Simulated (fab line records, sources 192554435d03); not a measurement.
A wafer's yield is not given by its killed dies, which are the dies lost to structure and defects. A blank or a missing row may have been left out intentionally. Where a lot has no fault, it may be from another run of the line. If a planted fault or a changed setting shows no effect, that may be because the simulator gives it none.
fab line records	flow n5_finfet
record lots=7	wafers=21
route steps=1938 shown BEOL_M4@1025 BEOL_M5@1160 BEOL_M6@1194
start_h: the number of hours between the record's first day and the start of the first shown wafer of the lot	wait_h: hours from the lot's prior step to this one	" as in the row above	L1.1+2: a single row standing in for several wafers	- no value, or no start was given	* or withheld: withheld	< > ~ a bound
route shown NAME@n: names a module that has steps shown in the file, with the first one's number in the route	usual: mean/standard deviation of fault-free wafers	same: alike in all rows	chamber/n: place in a boat	sites: per-site readings	_std_site: how widely they spread, as a standard deviation	_edge_site: the outer-site mean with the inner-site mean subtracted	radius_mm: how far each site lies from the wafer's centre	mask NAME#n: copy n	behind: the most recent tool/chamber to have shaped the wafer	hold: cause of the lot's hold/its duration in hours/its outcome	device: whichever transistor did not switch (one of n, p or np)	end of line: at the end of the route, the tests of the same wafers	a step given without rows: its recipe and nothing more	killed: at the first sort, the dies lost to defects and structure; wafer yield is something else	map: a wafer's dies, marking killed ones x, the rest . and places with no die _
set.NAME: the run value of the setting; set.NAME@STEP: its run value at that earlier step	model.NAME: the simulator's own value behind a step, which no gauge read
lots run with intentionally changed settings; tables by step, rows by wafer
## steps
# step N5_BEOL_M4_COAT_61
# recipe resist=SOC	temp_c=250	time_s=60	spin_rpm=1500	resist_thk_nm=60
lot.wafer	tool	chamber	start_h	wait_h	set.spin_rpm	model.SOC_of_BEOL_M4_COAT_61.thk_nm
L077.1+5	litho_track-04	0	231.19	0.1	1584	58.4
L077.2	"	0	"	"	1500	60
L078.1	litho_track-01	0	232.28	0.1	1500	60
L078.2+4	"	0	"	"	1500	60.2
L079.2+6	litho_track-03	0	232.72	0.1	1500	59.8
L079.5	"	0	"	"	1639	57.2
L080.3+4	litho_track-01	0	246.28	0.1	1500	60
L080.6	"	0	"	"	1500	60.2
L085.2	litho_track-01	0	259.94	0.1	1500	60.2
L085.5	"	0	"	"	1634	57.6
L085.6	"	0	"	"	1500	60
L092.3+4	litho_track-04	0	312.96	0.1	1394	62.4
L092.6	"	0	"	"	1500	60
L094.2	litho_track-01	0	327.93	0.1	1500	60.2
L094.3	"	0	"	"	1643	57.6
L094.6	"	0	"	"	1643	57.2
# step N5_BEOL_M4_COAT_62
# recipe resist=SiARC	temp_c=220	time_s=60	spin_rpm=1500	resist_thk_nm=12
# step N5_BEOL_M4_COAT_73
# recipe resist=underlayer	temp_c=205	time_s=60	spin_rpm=1500	resist_thk_nm=5
# step N5_BEOL_M4_ETCH_74
# recipe chemistry=N2/H2	target=underlayer	target_depth_a=65	mask_material=CAR-EUV	time_s=5.2	ion_energy_ev=200	pressure_mtorr=30	source_w=840	bias_w=150	n2_flow_sccm=200	h2_flow_sccm=200	ends=cleared
# step N5_BEOL_M4_ETCH_63
# recipe chemistry=CF4	target=SiARC	target_depth_a=156	mask_material=CAR-EUV	time_s=26	ion_energy_ev=80	pressure_mtorr=40	source_w=545	bias_w=36	Ar_flow_sccm=100	cf4_flow_sccm=100	ends=cleared
# step N5_BEOL_M4_ETCH_64
# recipe chemistry=N2/H2	target=SOC	target_depth_a=750	overetch_a=225	mask_material=SiARC	temp_c=40	time_s=121.9	ion_energy_ev=200	pressure_mtorr=30	source_w=840	bias_w=150	n2_flow_sccm=200	h2_flow_sccm=200
lot.wafer	tool	chamber	start_h	wait_h	set.spin_rpm@BEOL_M4_COAT_61	model.etch.depth_nm
L077.1	rie_diel-04	2	231.74	0.0	1584	58.45
L077.2	"	3	"	"	1500	60.04
L077.5	"	3	"	"	1584	58.49
L078.1	rie_diel-01	3	233.05	0.0	1500	60
L078.2	"	0	"	"	1500	60.19
L078.4	"	3	"	"	1500	60.22
L079.2	rie_diel-01	3	233.32	0.0	1500	59.79
L079.5	"	0	"	"	1639	57.23
L079.6	"	3	"	"	1500	59.83
L080.3	rie_diel-04	3	246.88	0.0	1500	60.03
L080.4	"	0	"	"	1500	60.09
L080.6	"	3	"	"	1500	60.22
L085.2	rie_diel-05	1	260.53	0.0	1500	60.18
L085.5	"	1	"	"	1634	57.64
L085.6	"	3	"	"	1500	60.05
L092.3	rie_diel-01	0	314.31	0.0	1394	62.44
L092.4	"	1	"	"	1394	62.38
L092.6	"	1	"	"	1500	60.1
L094.2	rie_diel-01	3	328.77	0.0	1500	60.12
L094.3	"	2	"	"	1643	57.57
L094.6	"	2	"	"	1643	57.3
# step N5_BEOL_M4_STRIP_65
# recipe chemistry=N2/H2	temp_c=40	n2_flow_sccm=200	h2_flow_sccm=200	rf_frequency_hz=6e+07
# step N5_BEOL_M4_STRIP_75
# recipe chemistry=N2/H2	temp_c=40	n2_flow_sccm=200	h2_flow_sccm=200	rf_frequency_hz=6e+07
# step N5_BEOL_M4_STRIP_66
# recipe chemistry=CF4	resist=SiARC	power_w=300	bias_power_w=75	pressure_mtorr=50	cf4_flow_sccm=150	rf_frequency_hz=6e+07
# step N5_BEOL_M4_HM_OPEN_17
# recipe chemistry=Cl2/BCl3	target_depth_a=200	overetch_a=60	target=TiN	mask_material=SOC	ion_energy_ev=150	pressure_mtorr=10	icp_w=1000	bias_w=126	Cl2_flow_sccm=53.25	bcl3_flow_sccm=21.75	Ar_flow_sccm=25
lot.wafer	tool	chamber	start_h	wait_h	set.spin_rpm@BEOL_M4_COAT_61	model.SOC_of_BEOL_M4_COAT_61.thk_nm
L077.1+5	rie_metal-02	0	232.05	0.1	1584	50.6
L077.2	"	1	"	"	1500	52.2
L078.1	rie_metal-01	0	233.24	0.1	1500	52.2
L078.2	"	1	"	"	1500	52
L078.4	"	0	"	"	1500	52.4
L079.2+6	rie_metal-02	0	233.66	0.2	1500	51.8
L079.5	"	1	"	"	1639	49.4
L080.3	rie_metal-01	1	247.08	0.1	1500	51.8
L080.4	"	0	"	"	1500	52.2
L080.6	"	1	"	"	1500	52
L085.2+6	rie_metal-02	1	260.71	0.0	1500	52.4
L085.5	"	0	"	"	1634	49.6
L092.3	rie_metal-01	0	315.94	1.5	1394	54.6
L092.4	"	1	"	"	1394	54.2
L092.6	"	0	"	"	1500	52.2
L094.2	rie_metal-01	1	328.94	0.0	1500	52
L094.3	"	0	"	"	1643	49.8
L094.6	"	1	"	"	1643	49.2
# step N5_BEOL_M4_DESCUM_33
# recipe chemistry=O2	time_s=7	source_power_w=50	bias_power_w=20	pressure_mtorr=20	rf_frequency_hz=2.712e+07	temp_c=40	resist=CAR-EUV	o2_flow_sccm=225
lot.wafer	tool	chamber	start_h	wait_h	set.time_s	model.CAR-EUV_of_BEOL_M4_COAT_22.thk_nm
L077.1+2	rie_diel-01	3,2	232.82	0.2	7	26.2
L077.5	"	2	"	"	7.814	25.6
L078.1+4	rie_diel-05	0,3	234.03	0.0	7	26
L078.2	"	2	"	"	7	26.2
L079.2+6	rie_diel-05	2,0	234.28	0.0	7	26
L079.5	"	1	"	"	7	26.2
L080.3+6	rie_diel-05	0,2	247.80	0.0	7	26
L080.4	"	2	"	"	7.938	25.6
L085.2	rie_diel-05	3	261.45	0.0	5.571	26.6
L085.5	"	2	"	"	7	26
L085.6	"	3	"	"	7	25.8
L092.3+4	rie_diel-01	0,2	316.66	0.0	7	26.2
L092.6	"	3	"	"	7	26.4
L094.2	rie_diel-05	3	329.77	0.1	6.047	26.6
L094.3	"	1	"	"	7	26.2
L094.6	"	3	"	"	7	26
# step N5_BEOL_M4_ETCH_77
# recipe chemistry=N2/H2	target=underlayer	target_depth_a=65	mask_material=CAR-EUV	time_s=5.2	ion_energy_ev=200	pressure_mtorr=30	source_w=840	bias_w=150	n2_flow_sccm=200	h2_flow_sccm=200	ends=cleared
lot.wafer	tool	chamber	start_h	wait_h	set.time_s@BEOL_M4_DESCUM_33	model.CAR-EUV_of_BEOL_M4_COAT_22.thk_nm
L077.1+2	rie_diel-01	3,2	232.85	0.0	7	20.4
L077.5	"	2	"	"	7.814	20
L078.1+4	rie_diel-05	0,3	234.07	0.0	7	20.2
L078.2	"	2	"	"	7	20.4
L079.2	rie_diel-05	2	234.32	0.0	7	20.4
L079.5	"	1	"	"	7	20.6
L079.6	"	0	"	"	7	20.2
L080.3	rie_diel-05	0	247.83	0.0	7	20.2
L080.4	"	2	"	"	7.938	19.8
L080.6	"	2	"	"	7	20.4
L085.2	rie_diel-05	3	261.49	0.0	5.571	21
L085.5	"	2	"	"	7	20.4
L085.6	"	3	"	"	7	20.2
L092.3	rie_diel-01	0	316.69	0.0	7	20.4
L092.4+6	"	2,3	"	"	7	20.6
L094.2	rie_diel-05	3	329.80	0.0	6.047	21
L094.3	"	1	"	"	7	20.6
L094.6	"	3	"	"	7	20.4
# step N5_BEOL_M4_ETCH_69
# recipe chemistry=CF4	target=SiARC	target_depth_a=156	mask_material=CAR-EUV	time_s=26	ion_energy_ev=80	pressure_mtorr=40	source_w=545	bias_w=36	Ar_flow_sccm=100	cf4_flow_sccm=100	ends=cleared
lot.wafer	tool	chamber	start_h	wait_h	set.time_s@BEOL_M4_DESCUM_33	model.CAR-EUV_of_BEOL_M4_COAT_22.thk_nm
L077.1+2	rie_diel-01	3,2	232.87	0.0	7	11.2
L077.5	"	2	"	"	7.814	10.8
L078.1+4	rie_diel-05	0,3	234.09	0.0	7	11
L078.2	"	2	"	"	7	11.2
L079.2	rie_diel-05	2	234.33	0.0	7	11.2
L079.5	"	1	"	"	7	11.4
L079.6	"	0	"	"	7	11
L080.3	rie_diel-05	0	247.85	0.0	7	11
L080.4	"	2	"	"	7.938	10.6
L080.6	"	2	"	"	7	11.2
L085.2	rie_diel-05	3	261.50	0.0	5.571	11.8
L085.5	"	2	"	"	7	11.2
L085.6	"	3	"	"	7	11
L092.3	rie_diel-01	0	316.71	0.0	7	11.2
L092.4+6	"	2,3	"	"	7	11.4
L094.2	rie_diel-05	3	329.82	0.0	6.047	11.6
L094.3	"	1	"	"	7	11.4
L094.6	"	3	"	"	7	11.2
# step N5_BEOL_M4_TRENCH_ETCH_37
# recipe chemistry=C4F6/O2	target_depth_a=555.55	target=SiOC	time_s=29.2	ion_energy_ev=250	pressure_mtorr=30	source_w=355	bias_w=185	Ar_flow_sccm=300	C4F6_flow_sccm=10	O2_flow_sccm=10
# usual rf_vpp_V=669/16
lot.wafer	tool	chamber	start_h	wait_h	set.bias_w	rf_vpp_V
L077.1	rie_diel-01	3	-	-	217.6	770
L077.2	"	2	"	"	217.6	773
L077.5	"	2	"	"	217.6	772
L078.1	rie_diel-05	0	-	-	185	646
L078.2	"	2	"	"	185	669
L078.4	"	1	"	"	185	706
L079.2	rie_diel-01	3	-	-	185	676
L079.5	"	2	"	"	185	678
L079.6	"	3	"	"	214.1	760
L080.3	rie_diel-01	0	-	-	217.2	745
L080.4	"	3	"	"	185	678
L080.6	"	0	"	"	217.2	746
L085.2	rie_diel-05	1	-	-	185	705
L085.5	"	2	"	"	185	668
L085.6	"	3	"	"	176.6	642
L092.3	rie_diel-01	1	-	-	185	674
L092.4	"	2	"	"	207.7	746
L092.6	"	2	"	"	185	680
L094.2	rie_diel-04	2	-	-	185	700
L094.3	"	3	"	"	185	679
L094.6	"	3	"	"	185	681
# step N5_BEOL_M5_TRENCH_ETCH_37
# recipe chemistry=C4F6/O2	target_depth_a=716.52	target=SiCOH_lowk	time_s=24.7	ion_energy_ev=250	pressure_mtorr=30	source_w=345	bias_w=185	Ar_flow_sccm=300	C4F6_flow_sccm=10	O2_flow_sccm=10
lot.wafer	tool	chamber	start_h	wait_h	set.time_s	model.BEOL_M5.feature_depth_nm	model.etch.depth_nm
L077.1	rie_diel-02	3	-	-	24.7	71	70.98
L077.2	"	0	"	"	24.7	73.4	73.32
L077.5	"	0	"	"	24.7	72.6	72.6
L078.1	rie_diel-03	3	-	-	24.7	69.4	69.45
L078.2	"	0	"	"	24.7	74.4	74.45
L078.4	"	2	"	"	24.7	71.6	71.67
L079.2	rie_diel-03	3	-	-	24.7	69.2	69.21
L079.5	"	3	"	"	21.16	59.6	59.55
L079.6	"	2	"	"	21.16	61.8	61.85
L080.3	rie_diel-06	1	-	-	24.7	71.6	71.64
L080.4	"	2	"	"	26.48	74.2	74.14
L080.6	"	0	"	"	24.7	72.6	72.63
L085.2	rie_diel-06	0	-	-	21.59	63.2	63.26
L085.5	"	0	"	"	24.7	72.6	72.68
L085.6	"	1	"	"	21.59	62.4	62.46
L092.3	rie_diel-03	3	-	-	26.68	74.4	74.35
L092.4	"	0	"	"	24.7	73.8	73.88
L092.6	"	1	"	"	26.68	76.2	76.26
L094.2	rie_diel-02	0	-	-	24.7	73.4	73.46
L094.3	"	1	"	"	24.7	72.2	72.19
L094.6	"	3	"	"	22.27	63	63.01
# step N5_BEOL_M5_ETCH_41
# recipe chemistry=CH3F/O2	target=SiCN	target_depth_a=315	taper_deg=2	time_s=56.7	ion_energy_ev=120	mask_material=TiN	pressure_mtorr=30	source_w=395	bias_w=75	Ar_flow_sccm=150	CH3F_flow_sccm=30	O2_flow_sccm=20
# usual rf_vpp_V=297.1/1.8
lot.wafer	tool	chamber	start_h	wait_h	set.source_w	rf_vpp_V
L077.1	rie_diel-02	3	-	-	349.2	312.1
L077.2	"	0	"	"	395	295.8
L077.5	"	0	"	"	349.2	310.9
L078.1	rie_diel-03	3	-	-	395	296.3
L078.2	"	0	"	"	395	297.1
L078.4	"	2	"	"	395	295.0
L079.2	rie_diel-03	3	-	-	395	297.5
L079.5	"	3	"	"	395	296.6
L079.6	"	2	"	"	371.4	300.8
L080.3	rie_diel-06	1	-	-	395	296.2
L080.4	"	2	"	"	451.5	286.5
L080.6	"	0	"	"	451.5	283.1
L085.2	rie_diel-06	0	-	-	395	296.2
L085.5	"	0	"	"	395	298.3
L085.6	"	1	"	"	395	295.5
L092.3	rie_diel-03	3	-	-	369.2	304.1
L092.4	"	0	"	"	395	296.4
L092.6	"	1	"	"	395	299.3
L094.2	rie_diel-02	0	-	-	395	294.0
L094.3	"	1	"	"	395	296.5
L094.6	"	3	"	"	395	297.8
# step N5_BEOL_M5_STRIP_91
# recipe chemistry=N2/H2	time_s=10	power_w=450	temp_c=40	pressure_mtorr=20	rf_frequency_hz=6e+07	bias_power_w=7	n2_flow_sccm=200	h2_flow_sccm=200
# step N5_BEOL_M5_OCD_MEAS_38
# usual trench_depth_nm=71.6/1.6
lot.wafer	tool	chamber	start_h	wait_h	set.time_s@BEOL_M5_TRENCH_ETCH_37	trench_depth_nm
L077.1	ocd-01	-	285.57	-	24.7	71.2
L077.2	"	-	"	"	24.7	74.0
L077.5	"	-	"	"	24.7	72.6
L078.1	ocd-02	-	285.62	-	24.7	69.4
L078.2	"	-	"	"	24.7	74.6
L078.4	"	-	"	"	24.7	71.7
L079.2	ocd-01	-	286.07	-	24.7	69.3
L079.5	"	-	"	"	21.16	59.6
L079.6	"	-	"	"	21.16	62.0
L080.3	ocd-02	-	312.18	-	24.7	71.8
L080.4	"	-	"	"	26.48	73.8
L080.6	"	-	"	"	24.7	72.4
L085.2	ocd-01	-	321.95	-	21.59	63.4
L085.5	"	-	"	"	24.7	72.5
L085.6	"	-	"	"	21.59	62.5
L092.3	ocd-02	-	366.08	-	26.68	74.3
L092.4	"	-	"	"	24.7	74.3
L092.6	"	-	"	"	26.68	76.4
L094.2	ocd-01	-	391.33	-	24.7	73.6
L094.3	"	-	"	"	24.7	71.9
L094.6	"	-	"	"	22.27	62.6
# step N5_BEOL_M6_ILD_DEP_00
# recipe material=SiCOH_lowk	target_thk_a=1797.5	temp_c=300	precursor=DEMS/porogen	pressure_torr=5	rf_w=500	time_s=33.4
lot.wafer	tool	chamber	start_h	wait_h	set.time_s	model.SiCOH_lowk_of_BEOL_M6_ILD_DEP_00.thk_nm
L077.1	pecvd-02	0	292.59	0.0	33.4	176.8
L077.2	"	1	"	"	34.95	187.4
L077.5	"	0	"	"	33.4	182
L078.1	pecvd-01	1	292.71	0.0	33.4	174.4
L078.2	"	0	"	"	33.4	179
L078.4	"	2	"	"	33.4	181.4
L079.2	pecvd-04	1	293.39	0.0	30.73	160.2
L079.5+6	"	1,0	"	"	30.73	163.8
L080.3	pecvd-02	1	319.34	0.0	33.4	180.6
L080.4	"	1	"	"	33.4	182.2
L080.6	"	2	"	"	35.05	189
L085.2	pecvd-01	0	329.88	0.0	33.4	178.8
L085.5	"	2	"	"	33.4	181
L085.6	"	0	"	"	29.74	159.8
L092.3	pecvd-04	1	373.09	0.0	33.4	179.4
L092.4	"	2	"	"	33.4	183.6
L092.6	"	1	"	"	33.4	181
L094.2	pecvd-01	0	398.79	0.0	31.13	164
L094.3	"	2	"	"	31.13	166.4
L094.6	"	2	"	"	33.4	181
# step N5_BEOL_M6_CURE_74
# recipe temp_c=385	time_s=240	ambient=He/Ar	material=SiCOH_lowk
lot.wafer	tool	chamber	start_h	wait_h	set.time_s@BEOL_M6_ILD_DEP_00	model.SiCOH_lowk_of_BEOL_M6_ILD_DEP_00.thk_nm
L077.1	uv_cure-03	0	292.65	0.0	33.4	152.4
L077.2	"	0	"	"	34.95	161.8
L077.5	"	0	"	"	33.4	157
L078.1	uv_cure-02	2	292.78	0.0	33.4	150.4
L078.2	"	2	"	"	33.4	154.4
L078.4	"	2	"	"	33.4	156.4
L079.2	uv_cure-02	2	293.53	0.1	30.73	138
L079.5	"	2	"	"	30.73	141
L079.6	"	2	"	"	30.73	141.2
L080.3	uv_cure-02	0	319.61	0.2	33.4	155.8
L080.4	"	0	"	"	33.4	157
L080.6	"	0	"	"	35.05	163
L085.2	uv_cure-03	2	330.03	0.1	33.4	154.2
L085.5	"	2	"	"	33.4	156
L085.6	"	2	"	"	29.74	137.6
L092.3	uv_cure-01	2	373.32	0.2	33.4	154.6
L092.4	"	2	"	"	33.4	158.4
L092.6	"	2	"	"	33.4	156.2
L094.2	uv_cure-02	0	398.93	0.1	31.13	141.2
L094.3	"	0	"	"	31.13	143.4
L094.6	"	0	"	"	33.4	156.2
# step N5_BEOL_M6_THK_MEAS_01
# recipe reads=SiCOH_lowk_of_BEOL_M6_ILD_DEP_00
# usual M6_ILD_THK=155.1/2
lot.wafer	tool	chamber	start_h	wait_h	set.time_s@BEOL_M6_ILD_DEP_00	M6_ILD_THK[nm]
L077.1	film_metro-02	-	293.17	0.4	33.4	152.4
L077.2	"	-	"	"	34.95	161.8
L077.5	"	-	"	"	33.4	157.0
L078.1	film_metro-01	-	293.29	0.4	33.4	150.3
L078.2	"	-	"	"	33.4	154.3
L078.4	"	-	"	"	33.4	156.4
L079.2	film_metro-01	-	293.97	0.4	30.73	137.9
L079.5	"	-	"	"	30.73	141.2
L079.6	"	-	"	"	30.73	141.3
L080.3	film_metro-01	-	319.96	0.3	33.4	155.8
L080.4	"	-	"	"	33.4	157.0
L080.6	"	-	"	"	35.05	162.9
L085.2	film_metro-01	-	330.46	0.4	33.4	154.2
L085.5	"	-	"	"	33.4	156.0
L085.6	"	-	"	"	29.74	137.6
L092.3	film_metro-02	-	373.67	0.3	33.4	154.6
L092.4	"	-	"	"	33.4	158.3
L092.6	"	-	"	"	33.4	156.1
L094.2	film_metro-02	-	399.37	0.4	31.13	141.3
L094.3	"	-	"	"	31.13	143.3
L094.6	"	-	"	"	33.4	156.0
# step N5_BEOL_M6_EXPOSE_08
# recipe mask_id=M6	na=1.35	source_shape=dipole	sigma_inner=0.817	sigma_outer=0.97	polarization=te	dose_mj=68.25
lot.wafer	tool	chamber	start_h	wait_h	mask	set.dose_mj
L077.1+2+5	arfi_scanner-01	0	294.89	-	M6#0	68.25
L078.1+2+4	arfi_scanner-02	0	295.06	-	M6#0	68.25
L079.2	arfi_scanner-02	0	295.24	-	M6#0	68.25
L079.5+6	"	0	"	"	M6#0	70.74
L080.3+4+6	arfi_scanner-02	0	322.17	-	M6#0	68.25
L085.2+5+6	arfi_scanner-01	0	330.97	-	M6#0	68.25
L092.3+4+6	arfi_scanner-02	0	375.04	-	M6#0	68.25
L094.2+6	arfi_scanner-01	0	401.86	-	M6#0	68.25
L094.3	"	0	"	"	M6#0	72.1
# step N5_BEOL_M6_TRENCH_ETCH_37
# recipe chemistry=C4F6/O2	target_depth_a=944.35	target=SiCOH_lowk	time_s=31.5	ion_energy_ev=250	pressure_mtorr=30	source_w=345	bias_w=185	Ar_flow_sccm=300	C4F6_flow_sccm=10	O2_flow_sccm=10
lot.wafer	tool	chamber	start_h	wait_h	set.source_w
L077.1+2	rie_diel-05	1,0	-	-	345
L077.5	"	0	"	"	318.9
L079.2+5	rie_diel-01	1,2	-	-	345
L079.6	"	1	"	"	318.3
L078.1+2+4	rie_diel-05	3,2,0	-	-	345
L080.3+4	rie_diel-05	2,1	-	-	304.8
L080.6	"	2	"	"	345
L085.2+6	rie_diel-05	2	-	-	324.2
L085.5	"	3	"	"	345
L092.3+6	rie_diel-01	0	-	-	345
L092.4	"	1	"	"	360.6
L094.2	rie_diel-05	2	-	-	345
L094.3+6	"	0,2	"	"	325.8
# step N5_BEOL_M6_ETCH_41
# recipe chemistry=CH3F/O2	target=SiCN	target_depth_a=297	taper_deg=2	time_s=52	ion_energy_ev=120	mask_material=TiN	pressure_mtorr=30	source_w=395	bias_w=75	Ar_flow_sccm=150	CH3F_flow_sccm=30	O2_flow_sccm=20
# step N5_BEOL_M6_STRIP_80
# recipe chemistry=N2/H2	time_s=10	power_w=450	temp_c=40	pressure_mtorr=20	rf_frequency_hz=6e+07	bias_power_w=7	n2_flow_sccm=200	h2_flow_sccm=200
# step N5_BEOL_M6_PRECLEAN_42
# recipe chemistry=residue_remover	time_s=60	temp_c=40
# step N5_BEOL_M6_SRD_43
# recipe time_s=30	temp_c=23	rinse_liquid=diw	dry=ipa_marangoni
# step N5_BEOL_M6_CD_MEAS_35
# recipe target_cd_nm=40	target_cd_y_nm=28	polarity=opening
# usual cd_nm=40.0/0.96
lot.wafer	tool	chamber	start_h	wait_h	set.dose_mj@BEOL_M6_EXPOSE_08	cd_nm
L077.1	cd_sem-01	-	298.87	0.0	68.25	40.2
L077.2	"	-	"	"	68.25	39.7
L077.5	"	-	"	"	68.25	39.3
L079.2	cd_sem-01	-	299.26	0.0	68.25	38.0
L079.5	"	-	"	"	70.74	39.8
L079.6	"	-	"	"	70.74	40.2
L078.1	cd_sem-02	-	299.27	0.0	68.25	42.1
L078.2	"	-	"	"	68.25	41.2
L078.4	"	-	"	"	68.25	40.8
L080.3	cd_sem-03	-	326.48	0.0	68.25	39.5
L080.4	"	-	"	"	68.25	39.0
L080.6	"	-	"	"	68.25	40.7
L085.2	cd_sem-01	-	332.83	0.0	68.25	39.6
L085.5	"	-	"	"	68.25	39.8
L085.6	"	-	"	"	68.25	38.9
L092.3	cd_sem-01	-	377.83	0.0	68.25	38.5
L092.4	"	-	"	"	68.25	38.6
L092.6	"	-	"	"	68.25	38.5
L094.2	cd_sem-03	-	406.09	0.0	68.25	39.9
L094.3	"	-	"	"	72.1	43.7
L094.6	"	-	"	"	68.25	40.3
## key
split step=N5_BEOL_M4_COAT_61	setting=spin_rpm	stated=1500	by=wafer
response step=N5_BEOL_M4_COAT_61	reading=model.SOC_of_BEOL_M4_COAT_61.thk_nm	change=-0.293	per=1%	r=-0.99
response step=N5_BEOL_M4_ETCH_64	reading=model.etch.depth_nm	change=-0.286	per=1%	r=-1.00
response step=N5_BEOL_M4_HM_OPEN_17	reading=model.SOC_of_BEOL_M4_COAT_61.thk_nm	change=-0.283	per=1%	r=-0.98
split step=N5_BEOL_M4_DESCUM_33	setting=time_s	stated=7	by=wafer
response step=N5_BEOL_M4_DESCUM_33	reading=model.CAR-EUV_of_BEOL_M4_COAT_22.thk_nm	change=-0.0365	per=1%	r=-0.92
response step=N5_BEOL_M4_ETCH_77	reading=model.CAR-EUV_of_BEOL_M4_COAT_22.thk_nm	change=-0.0354	per=1%	r=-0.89
response step=N5_BEOL_M4_ETCH_69	reading=model.CAR-EUV_of_BEOL_M4_COAT_22.thk_nm	change=-0.0324	per=1%	r=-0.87
split step=N5_BEOL_M4_TRENCH_ETCH_37	setting=bias_w	stated=185	by=wafer
response step=N5_BEOL_M4_TRENCH_ETCH_37	reading=rf_vpp_V	change=+4.9	per=1%	r=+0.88
split step=N5_BEOL_M5_TRENCH_ETCH_37	setting=time_s	stated=24.7	by=wafer
response step=N5_BEOL_M5_TRENCH_ETCH_37	reading=model.BEOL_M5.feature_depth_nm	change=+0.639	per=1%	r=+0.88
response step=N5_BEOL_M5_TRENCH_ETCH_37	reading=model.etch.depth_nm	change=+0.638	per=1%	r=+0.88
response step=N5_BEOL_M5_OCD_MEAS_38	reading=trench_depth_nm	change=+0.629	per=1%	r=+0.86
split step=N5_BEOL_M5_ETCH_41	setting=source_w	stated=395	by=wafer
response step=N5_BEOL_M5_ETCH_41	reading=rf_vpp_V	change=-0.981	per=1%	r=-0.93
split step=N5_BEOL_M6_ILD_DEP_00	setting=time_s	stated=33.4	by=wafer
response step=N5_BEOL_M6_ILD_DEP_00	reading=model.SiCOH_lowk_of_BEOL_M6_ILD_DEP_00.thk_nm	change=+1.9	per=1%	r=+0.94
response step=N5_BEOL_M6_CURE_74	reading=model.SiCOH_lowk_of_BEOL_M6_ILD_DEP_00.thk_nm	change=+1.66	per=1%	r=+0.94
response step=N5_BEOL_M6_THK_MEAS_01	reading=M6_ILD_THK	change=+1.65	per=1%	r=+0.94
split step=N5_BEOL_M6_EXPOSE_08	setting=dose_mj	stated=68.25	by=wafer
response step=N5_BEOL_M6_CD_MEAS_35	reading=cd_nm	change=+0.608	per=1%	r=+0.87
split step=N5_BEOL_M6_TRENCH_ETCH_37	setting=source_w	stated=345	by=wafer
response none clear
